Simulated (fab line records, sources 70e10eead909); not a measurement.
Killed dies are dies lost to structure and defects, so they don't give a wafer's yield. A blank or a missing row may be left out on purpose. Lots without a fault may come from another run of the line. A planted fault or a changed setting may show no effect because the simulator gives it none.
One fault seen from 2 desks | flow nand_harc | each desk has only its own numbers; what lay behind them comes last

THE METROLOGY DESK
What the gauges read, lot by lot, whatever tool the lot ran on: means of the sampled wafers that have a number. A lot is out of limits, marked OUT, if its mean lies more than 4 standard deviations from the usual mean; the brackets give that distance.
Columns: A = cd_nm at NHARC_P_M1_CD_MEAS_16, usual 129.5 nm
lot  | first seen here | A
L870 | day 6 03:14     | 128.7
L871 | day 6 13:50     | 129.5
L873 | day 6 14:50     | 128.2
L878 | day 7 23:19     | 129.5
L879 | day 8 05:29     | 129.9
L884 | day 10 01:25    | 129.8
L885 | day 10 03:17    | 129.4
L889 | day 10 12:51    | 129.7
L890 | day 11 00:10    | 130.3
L891 | day 11 11:10    | 129.6
L892 | day 11 12:05    | 130.1
L893 | day 11 17:04    | 128.9
This desk's finding: nothing out of limits on any of the 12 lots.

THE TOOL OWNER'S DESK: litho_track-01
The tool's own readings at NHARC_P_M2_SOFTBAKE_04 (time 55 s): means of the sampled wafers that have a number, for each lot that ran on this tool. A lot is out of limits, marked OUT, if its mean lies more than 4 standard deviations from the usual mean; the brackets give that distance.
Columns: A = heater_power_total_W at NHARC_P_M2_SOFTBAKE_04, usual 188.46 W
lot  | first seen here | A
L873 | day 6 18:00     | 188.37
L878 | day 8 02:00     | 323.22 (+99 or more) OUT
L879 | day 8 08:00     | 323.14 (+99 or more) OUT
L891 | day 11 14:00    | 188.51
L892 | day 11 15:00    | 188.48
This desk's finding: out of limits on L878, L879; first on L878, day 8 02:00 (heater_power_total_W at NHARC_P_M2_SOFTBAKE_04). In limits: L873, L891, L892.

PUT TOGETHER
The tool owner's desk could have raised an alarm at day 8 02:00, on L878, L879.
The metrology desk saw nothing out of limits.
The metrology desk has L878, L879 on record, within its limits.
Of the lots named, all ran NHARC_P_M2_SOFTBAKE_04 on litho_track-01.

WHAT THE SIMULATOR HAD PUT IN
Process parameter drift: litho_track-01, from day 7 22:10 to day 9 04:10, at NHARC_P_M2_SOFTBAKE_04. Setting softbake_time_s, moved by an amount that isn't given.
Lots struck among those shown: L878, L879.
Hours from the fault's start to each desk's first reading out of limits: the tool owner's desk, 4.
